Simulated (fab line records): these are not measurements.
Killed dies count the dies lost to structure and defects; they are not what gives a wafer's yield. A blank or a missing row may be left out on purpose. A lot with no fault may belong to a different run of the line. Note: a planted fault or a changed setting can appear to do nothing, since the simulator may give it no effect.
fab line records	flow nand-harc
[record] lots = 6	wafers = 18	last-day = 33
route steps=1302 shown P_CONTACT@236
lots with no fault: from the same line, run without faults
start-h: hours from the record's opening day to when the first of the lot's shown wafers began	wait-h: hours since the lot's step before	" unchanged from the row above	L1.1+2: one row covering several wafers at once	- no value, or no start given	* or withheld: withheld	< > ~ a bound
route shown NAME@n: NAME is a module with steps in the file, n the number in the route of the first one	usual: mean/standard deviation of fault-free wafers	same: alike in all rows	chamber/n: place in a boat	sites: the reading at each site	_std_site: their standard deviation	_edge_site: the outer-site mean with the inner-site mean subtracted	radius-mm: for every site, how far away it sits from the centre of the wafer	mask NAME#n: copy n	behind: the most recent tool/chamber to have shaped the wafer	hold: why the lot was held/for how many hours/how that ended	device: transistor that didn't switch, given as n, p or np	end of line: at the end of the route, the tests of the same wafers	a step without rows: its recipe alone	killed: the dies lost at the first sort to structure and to defects; this is not the yield of the wafer	map: a wafer's dies, marking killed ones x, the rest . and places with no die _
set.NAME: the run value of the setting; set.NAME@STEP: its run value at that earlier step	model.NAME: the simulator's own value behind a step, which no gauge read
certain route steps with their lots: each step a table, each wafer a row
services: when a tool's chamber went out of use (start-h, in hours from the record's first day, below 0 if earlier), for how many hours, and the reason
[[steps]]
[step NHARC_P_CONTACT_ETCH_35]
[recipe] target-depth-a = 390	over-etch-frac = 0.3	time-s = 65	ion-energy-ev = 80	cf4-flow-sccm = 150	ar-flow-sccm = 0	rf-w = 300	bias-w = 100	chemistry = CF4
[usual] bias-w = 100.1/0.31	drypump-motor-current-A = 5.8/0.48	oes-product-au = 0.998/0.0077	rf-vpp-V = 151.4/1.4	showerhead-plenum-p-Torr = 1.78/0.084	throttle-valve-pct = 13.285/0.0088
lot.wafer	tool	chamber	start-h	wait-h	bias-w	drypump-motor-current-A	oes-product-au	rf-hours-counter-h	rf-vpp-V	showerhead-plenum-p-Torr	throttle-valve-pct
L616.4	rie-diel-04	0	114.56	0.1	99.7	6.5	0.987	4.1	148.9	1.67	13.280
L616.3	"	1	"	"	99.6	5.9	1.000	2.7	154.1	1.90	13.301
L616.2	"	2	"	"	100.3	5.8	0.998	2.3	150.9	1.77	13.288
L627.4	rie-diel-04	0	225.30	0.1	99.9	6.6	1.004	1.2	151.2	1.67	13.305
L627.2	"	1	"	"	100.2	5.9	0.987	1.3	152.9	1.90	13.295
L627.1	"	2	"	"	100.4	5.9	1.002	0.8	152.6	1.76	13.288
L630.1	rie-diel-08	2	262.21	0.1	100.0	5.9	0.993	1.3	151.3	1.75	13.290
L630.2	"	3	"	"	100.0	6.2	1.004	1.4	151.1	1.70	13.290
L630.3	"	0	"	"	100.6	5.6	0.989	1.2	153.6	1.84	13.284
L631.1	rie-diel-09	0	273.34	0.1	100.4	5.0	0.987	7.1	151.6	1.70	13.275
L631.2	"	2	"	"	100.3	6.0	0.995	7.4	150.7	1.77	13.285
L631.3	"	3	"	"	100.0	4.9	0.983	7.6	151.6	1.70	13.277
L638.1	rie-diel-04	0	340.01	0.1	100.2	6.5	1.003	4.3	149.4	1.67	13.295
L638.4	"	1	"	"	99.8	5.8	1.003	-	153.4	1.90	13.292
L638.6	"	0	"	"	100.0	6.5	1.002	-	151.0	1.67	13.281
L639.1	rie-diel-04	3	343.97	0.1	99.2	5.6	0.999	4.7	152.9	1.86	13.286
L639.4	"	0	"	"	100.2	6.5	0.994	4.8	147.9	1.67	13.276
L639.6	"	3	"	"	99.4	5.6	1.000	-	153.2	1.86	13.282
[step NHARC_P_CONTACT_ETCH_36]
[recipe] target-depth-a = 2600	over-etch-frac = 0.25	time-s = 406.25	ion-energy-ev = 200	n2-flow-sccm = 150	h2-flow-sccm = 150	ar-flow-sccm = 0	rf-w = 400	bias-w = 150	chemistry = N2/H2
[step NHARC_P_CONTACT_ETCH_18]
[recipe] target-depth-a = 4810	time-s = 240.5	c4f8-flow-sccm = 20	o2-flow-sccm = 10	ar-flow-sccm = withheld	rf-w = 600	bias-w = 1500	chemistry = C4F8/O2/Ar
[usual] bias-w = 1500/4.4	oes-product-au = 0.960/0.019	rf-vpp-V = 979/6.5
lot.wafer	tool	chamber	start-h	wait-h	bias-w	oes-product-au	rf-hours-counter-h	rf-vpp-V
L616.2	rie-diel-04	0	-	-	1509	0.945	4.4	969
L616.3	"	2	"	"	1498	0.941	2.5	979
L616.4	"	3	"	"	1495	0.945	2.1	985
L627.4	rie-diel-04	2	-	-	1501	0.983	1.0	977
L627.2	"	0	"	"	1504	0.958	1.3	970
L627.1	"	1	"	"	1501	0.983	1.6	989
L630.3	rie-diel-08	2	-	-	1499	0.957	1.6	978
L630.2	"	3	"	"	1499	0.969	1.7	975
L630.1	"	0	"	"	1496	0.961	1.5	984
L631.1	rie-diel-09	3	-	-	1496	0.954	7.8	974
L631.3	"	0	"	"	1509	0.957	7.4	972
L631.2	"	2	"	"	1506	0.969	7.5	978
L638.1	rie-diel-04	3	-	-	1499	0.965	4.5	985
L638.4	"	3	"	"	1494	0.954	-	984
L638.6	"	0	"	"	1500	0.966	-	970
L639.1	rie-diel-04	2	-	-	1500	0.925	4.0	976
L639.4	"	1	"	"	1502	0.986	5.1	988
L639.6	"	2	"	"	1499	0.928	-	977
[step NHARC_P_CONTACT_STRIP_37]
[recipe] c4f8-flow-sccm = withheld	o2-flow-sccm = 8	ar-flow-sccm = withheld	bias-w = 0	chemistry = C4F8/O2/Ar
[step NHARC_P_CONTACT_ETCH_31]
[recipe] target-depth-a = 300	time-s = 85.7	ion-energy-ev = 120	over-etch-frac = 1	ch3f-flow-sccm = 50	o2-flow-sccm = 30	ar-flow-sccm = 200	rf-w = 500	bias-w = 100	chemistry = CH3F/O2
[usual] bias-w = 100.0/0.31	ch3f-flow-sccm = 49.99/0.15	drypump-motor-current-A = 5.8/0.48	oes-product-au = 0.976/0.015	rf-vpp-V = 244.5/2	showerhead-plenum-p-Torr = 2.48/0.12	throttle-valve-pct = 20.662/0.0099
lot.wafer	tool	chamber	start-h	wait-h	bias-w	ch3f-flow-sccm	drypump-motor-current-A	oes-product-au	rf-hours-counter-h	rf-vpp-V	showerhead-plenum-p-Torr	throttle-valve-pct
L616.2	rie-diel-04	0	-	-	100.2	50.03	6.5	0.972	4.5	242.6	2.32	20.667
L616.3	"	2	"	"	99.9	50.00	5.9	0.966	2.5	243.7	2.45	20.678
L616.4	"	3	"	"	99.9	50.00	5.6	0.959	2.2	246.4	2.59	20.654
L627.1	rie-diel-04	2	-	-	99.9	50.02	5.9	0.991	1.1	243.0	2.45	20.641
L627.2	"	0	"	"	99.8	50.04	6.6	0.987	1.4	241.6	2.32	20.661
L627.4	"	1	"	"	100.0	50.26	5.9	0.988	1.7	246.6	2.65	20.661
L630.1	rie-diel-08	0	-	-	100.2	50.05	5.6	0.972	1.5	247.0	2.56	20.670
L630.2	"	1	"	"	99.2	50.15	6.1	0.996	1.4	243.1	2.36	20.662
L630.3	"	3	"	"	100.2	49.95	6.2	0.972	1.8	242.7	2.36	20.661
L631.2	rie-diel-09	0	-	-	100.4	49.98	5.0	0.983	7.5	243.0	2.36	20.660
L631.3	"	2	"	"	99.3	50.17	5.9	0.975	7.6	244.8	2.46	20.676
L631.1	"	3	"	"	99.5	50.18	4.9	0.975	7.9	242.8	2.36	20.681
L638.1	rie-diel-04	1	-	-	99.8	49.93	5.9	0.988	4.9	247.2	2.65	20.669
L638.6	"	3	"	"	99.9	49.50	5.6	0.975	-	247.7	2.59	20.673
L638.4	"	1	"	"	100.1	50.09	5.8	0.980	-	246.1	2.65	20.670
L639.1	rie-diel-04	2	-	-	99.8	50.26	5.9	0.972	4.1	243.9	2.45	20.667
L639.4	"	0	"	"	99.4	50.10	6.6	0.990	5.0	242.8	2.32	20.660
L639.6	"	1	"	"	100.1	49.90	5.9	1.000	-	246.7	2.65	20.662
[step NHARC_P_CONTACT_CD_MEAS_19]
[usual] cd-nm = 89.8/1
lot.wafer	tool	chamber	start-h	wait-h	cd-nm
L616.2	cd-sem-03	-	115.35	-	90.0
L616.3	"	-	"	"	89.8
L616.4	"	-	"	"	90.8
L627.1	cd-sem-01	-	226.08	-	92.3
L627.2	"	-	"	"	90.1
L627.4	"	-	"	"	89.8
L630.1	cd-sem-03	-	263.07	-	90.5
L630.2	"	-	"	"	89.9
L630.3	"	-	"	"	89.9
L631.1	cd-sem-02	-	274.13	-	89.7
L631.2	"	-	"	"	89.5
L631.3	"	-	"	"	88.2
L638.1	cd-sem-03	-	340.91	-	92.6
L638.4	"	-	"	"	90.7
L638.6	"	-	"	"	88.1
L639.1	cd-sem-01	-	344.80	-	91.2
L639.4	"	-	"	"	91.2
L639.6	"	-	"	"	89.3
[step NHARC_P_CONTACT_STRIP_28]
[recipe] o2-flow-sccm = 500	ar-flow-sccm = 0	bias-w = 0	chemistry = O2
[step NHARC_P_CONTACT_STRIP_29]
[recipe] time-s = 1200	temp-c = 72.5	chemistry = post-etch-residue-remover
[step NHARC_P_CONTACT_DEGAS_38]
[recipe] temp-c = 300	time-s = 60
[step NHARC_P_CONTACT_PRE_CLEAN_39]
[recipe] time-s = 19.5	bias-v = 250	gas = Ar
[step NHARC_P_CONTACT_PVD_32]
[recipe] target-thk-a = 50	chamber-pressure-pa = 5	power-w = 5000	substrate-temp-c = 200	time-s = 17.7	material = Ti
[usual] throttle-valve-pct = 30.1/1.2
lot.wafer	tool	chamber	start-h	wait-h	throttle-valve-pct
L616.2	pvd-sputter-01	-	-	-	29.6
L616.3	"	-	"	"	31.0
L616.4	"	-	"	"	30.6
L627.1	pvd-sputter-03	-	-	-	31.0
L627.2	"	-	"	"	28.7
L627.4	"	-	"	"	31.1
L630.1	pvd-sputter-01	-	-	-	29.6
L630.3	"	-	"	"	29.8
L630.2	"	-	"	"	31.0
L631.2	pvd-sputter-01	-	-	-	30.6
L631.3	"	-	"	"	29.7
L631.1	"	-	"	"	30.7
L638.4	pvd-sputter-03	-	-	-	31.8
L638.1	"	-	"	"	30.8
L638.6	"	-	"	"	29.0
L639.1	pvd-sputter-03	-	-	-	29.0
L639.4	"	-	"	"	31.0
L639.6	"	-	"	"	28.8
[step NHARC_P_CONTACT_ALD_22]
[recipe] target-thk-a = 30	pulse-time-s = 1	ald-cycles = 150	temp-c = 450	material = TiN
[usual] heater-power-w = 1076/100	precursor-pulse-height-rel = 0.999/0.021
[same] pulse-time-s = 1
lot.wafer	tool	chamber	start-h	wait-h	heater-power-w	precursor-pulse-height-rel
L616.4	ald-metal-03	1	116.32	-	1132	0.971
L616.2	"	2	"	"	1124	1.005
L616.3	"	3	"	"	1115	1.032
L627.4	ald-metal-03	0	227.04	-	1183	1.023
L627.2	"	1	"	"	1135	1.015
L627.1	"	3	"	"	1075	1.023
L630.3	ald-metal-03	0	264.04	-	1184	0.999
L630.2	"	1	"	"	1125	0.960
L630.1	"	2	"	"	1235	1.016
L631.3	ald-metal-01	1	275.08	-	1090	0.997
L631.1	"	2	"	"	931	0.986
L631.2	"	0	"	"	908	0.989
L638.1	ald-metal-03	0	341.87	-	1166	0.974
L638.4	"	2	"	"	1236	1.019
L638.6	"	0	"	"	1160	1.009
L639.4	ald-metal-02	3	345.79	-	999	0.954
L639.1	"	0	"	"	1034	1.020
L639.6	"	2	"	"	1175	0.990
[step NHARC_P_CONTACT_CVD_23]
[recipe] target-thk-a = 2000	temp-c = 300	pressure-torr = 40	wf6-flow-sccm = 40	h2-flow-sccm = 1600	ar-flow-sccm = 1560	time-s = 557	material = W
[usual] heater-power-w = 448/26	throttle-valve-pct = 7.96/0.25
lot.wafer	tool	chamber	start-h	wait-h	heater-power-w	throttle-valve-pct
L616.2	cvd-w-01	1	116.50	-	453	8.13
L616.3	"	1	"	"	446	8.05
L616.4	"	0	"	"	467	8.30
L627.1	cvd-w-01	1	227.24	-	477	7.96
L627.2	"	0	"	"	466	7.93
L627.4	"	0	"	"	469	8.07
L630.1	cvd-w-01	0	264.22	-	460	7.83
L630.2	"	1	"	"	456	8.11
L630.3	"	0	"	"	477	8.11
L631.2	cvd-w-01	1	275.28	-	468	7.95
L631.1	"	0	"	"	467	8.14
L631.3	"	1	"	"	472	8.12
L638.1	cvd-w-01	0	342.16	-	465	8.13
L638.4	"	1	"	"	467	7.89
L638.6	"	1	"	"	457	8.08
L639.1	cvd-w-01	0	346.04	-	469	8.22
L639.4	"	1	"	"	473	8.39
L639.6	"	1	"	"	464	7.94
[step NHARC_P_CONTACT_CMP_24]
[recipe] t-overpolish-s = 30	target-thk-nm = 200
[usual] motor-current-A = 12.2/1.3	overpolish-run-s = 30.002/0.0095	time-to-endpoint-s = 39.9/2.7
lot.wafer	tool	chamber	start-h	wait-h	motor-current-A	overpolish-run-s	time-to-endpoint-s
L616.3	cmp-02	2	117.15	0.4	11.7	29.999	40.4
L616.4	"	3	"	"	11.9	30.001	42.3
L616.2	"	0	"	"	9.1	30.006	41.5
L627.4	cmp-04	3	227.89	0.3	13.4	29.991	39.4
L627.1	"	0	"	"	12.3	29.995	40.2
L627.2	"	1	"	"	12.0	30.003	38.9
L630.2	cmp-02	2	264.87	0.5	12.3	30.012	35.7
L630.1	"	3	"	"	12.0	30.004	69.8
L630.3	"	1	"	"	12.5	29.995	70.4
L631.1	cmp-04	2	275.96	0.5	11.8	29.996	75.9
L631.3	"	3	"	"	13.3	30.022	43.0
L631.2	"	0	"	"	12.4	30.005	43.7
L638.4	cmp-04	1	342.74	0.4	11.2	30.011	38.2
L638.1	"	2	"	"	12.7	29.996	36.7
L638.6	"	0	"	"	12.1	30.019	42.1
L639.4	cmp-04	1	346.59	0.4	11.0	30.007	38.7
L639.1	"	3	"	"	13.1	30.014	40.3
L639.6	"	2	"	"	12.7	30.002	39.2
[[services]]
tool	chamber	start-h	hours	kind
rie-diel-09	1	108.77	4.2	repair
cmp-04	-	111.00	4.0	pm
cmp-04	-	123.01	0.9	repair
rie-diel-09	2	125.06	13.3	repair
rie-diel-09	-	143.23	9.0	pm
cmp-04	-	160.26	4.4	repair
pvd-sputter-03	-	177.59	10.0	pm
rie-diel-04	-	177.90	9.0	pm
cvd-w-01	-	185.00	13.0	pm
ald-metal-03	2	187.54	7.2	repair
pvd-sputter-03	-	188.46	6.7	repair
rie-diel-08	-	190.80	9.0	pm
cmp-04	-	200.95	0.8	repair
cmp-04	-	206.74	0.7	repair
cmp-04	-	209.00	4.0	pm
ald-metal-03	-	212.00	10.0	pm
cvd-w-01	-	217.59	1.4	repair
cmp-04	-	219.20	0.8	repair
cmp-04	-	251.82	1.4	repair
ald-metal-03	2	287.66	24.8	repair
rie-diel-04	3	303.00	3.0	repair
cmp-04	-	307.00	4.0	pm
rie-diel-04	0	321.61	1.9	repair
rie-diel-04	2	331.50	10.7	repair
[[key]]
[first-sign] step = NHARC_P_CONTACT_CMP_24	reading = time-to-endpoint-s	direction = up	sigmas = 12	usual = *	struck = *
effect none on later readings
met-at NHARC_P_CONTACT_CVD_23
struck-wafers L630.1,L630.3,L631.1
tester-left-out L630,L631
onset-between 227.24 264.22
[fault] kind = process-parameter-drift	tool = cvd-w-01	chamber = 0	onset-h = 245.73	steps = NHARC_P_CONTACT_CVD_23	channel = target-thk-a	offset = *	shape = step	end-h = 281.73	acts-in = *	stated = *
// tester-left-out: of these lots the tester's yield and bins aren't shown, on N5 and GAA mostly nor the transistor test; their killed dies are dies lost to structure and defects alone, not to doping, threshold or leakage, so they don't give the yield
